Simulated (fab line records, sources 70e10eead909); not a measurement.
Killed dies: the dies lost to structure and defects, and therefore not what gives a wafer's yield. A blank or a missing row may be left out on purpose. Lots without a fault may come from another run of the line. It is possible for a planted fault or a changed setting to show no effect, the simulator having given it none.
Which of the tools did it? / flow nand-harc / 18 wafers from 6 lots sampled at 5 of the route's 1302 steps

WHAT THE GAUGES SHOWED, per wafer
NHARC_END_SORT_01.
lot=L366; measured=day 24 10:11; on=prober-01; killed-at-other=0 0 0
lot=L368; measured=day 26 02:20; on=prober-01; killed-at-other=4 2 1
lot=L380; measured=day 30 10:26; on=prober-01; killed-at-other=0 0 0
lot=L382; measured=day 31 23:28; on=prober-02; killed-at-other=1 0 0
lot=L385; measured=day 33 05:38; on=prober-01; killed-at-other=4 0 1
lot=L388; measured=day 34 02:24; on=prober-01; killed-at-other=0 0 1

WHICH TOOL RAN EACH LOT (tool, then ch and the chambers of the sampled wafers, then the start)
lot=L366; NHARC_P_GATE_DESCUM_31=rie-diel-09 ch 1,2, day 5 10:15; NHARC_P_GATE_ETCH_32=rie-si-06 ch 0,1, day 5 10:46; NHARC_P_GATE_STRIP_75=plasma-asher-02 ch 0,1, day 5 22:53; NHARC_P_GATE_EXPOSE_56=krf-scanner-04 ch 0, day 5 23:40
lot=L368; NHARC_P_GATE_DESCUM_31=rie-diel-09 ch 0,1, day 6 04:43; NHARC_P_GATE_ETCH_32=rie-si-03 ch 0,2, day 6 05:14; NHARC_P_GATE_STRIP_75=plasma-asher-01 ch 0,1, day 6 17:21; NHARC_P_GATE_EXPOSE_56=krf-scanner-01 ch 0, day 6 18:00
lot=L380; NHARC_P_GATE_DESCUM_31=rie-diel-09 ch 0,1,2, day 11 09:13; NHARC_P_GATE_ETCH_32=rie-si-03 ch 0,1, day 11 09:41; NHARC_P_GATE_STRIP_75=plasma-asher-01 ch 0,1, day 11 21:51; NHARC_P_GATE_EXPOSE_56=krf-scanner-04 ch 0, day 11 22:32
lot=L382; NHARC_P_GATE_DESCUM_31=rie-diel-10 ch 1,3, day 12 02:55; NHARC_P_GATE_ETCH_32=rie-si-04 ch 0,1,2, day 12 03:22; NHARC_P_GATE_STRIP_75=plasma-asher-02 ch 0,1, day 12 15:28; NHARC_P_GATE_EXPOSE_56=krf-scanner-03 ch 0, day 12 16:06
lot=L385; NHARC_P_GATE_DESCUM_31=rie-diel-10 ch 1,2,3, day 13 15:47; NHARC_P_GATE_ETCH_32=rie-si-06 ch 0,2,3, day 13 16:16; NHARC_P_GATE_STRIP_75=plasma-asher-02 ch 0,1, day 14 04:16; NHARC_P_GATE_EXPOSE_56=krf-scanner-03 ch 0, day 14 05:01
lot=L388; NHARC_P_GATE_DESCUM_31=rie-diel-10 ch 0,1,3, day 14 19:29; NHARC_P_GATE_ETCH_32=rie-si-03 ch 1,3, day 14 19:57; NHARC_P_GATE_STRIP_75=plasma-asher-02 ch 0,1, day 15 08:11; NHARC_P_GATE_EXPOSE_56=krf-scanner-04 ch 0, day 15 08:50
- NHARC_P_GATE_DESCUM_31: chemistry O2, time 3 s.
- NHARC_P_GATE_ETCH_32: etches the open film in HBr/Cl2, target depth 150 nm, time 100.1 s.
- NHARC_P_GATE_STRIP_75: strips in O2.
- NHARC_P_GATE_EXPOSE_56: exposes mask P PSD, target cd 720 nm.

THE ANSWER, worked out from the rows above alone
Rule: what is usual is taken from the lots themselves. Put in order of their means at a reading, lots are off if they are a third of the lots or fewer, leave a main group of 4 or more, and stand apart from it by a gap of 3 or more times the standard deviation of the main group's means; of several such gaps the widest counts. Not used: any main group whose means are identical at the precision the tables above print for the reading. Also off: a lot with no number at a reading for which 4 or more lots have one. The other lots that the step has rows for count as sound.
No lot is off on any of the readings shown, so nothing can be concluded from this.

WHAT THE SIMULATOR HAD INSERTED
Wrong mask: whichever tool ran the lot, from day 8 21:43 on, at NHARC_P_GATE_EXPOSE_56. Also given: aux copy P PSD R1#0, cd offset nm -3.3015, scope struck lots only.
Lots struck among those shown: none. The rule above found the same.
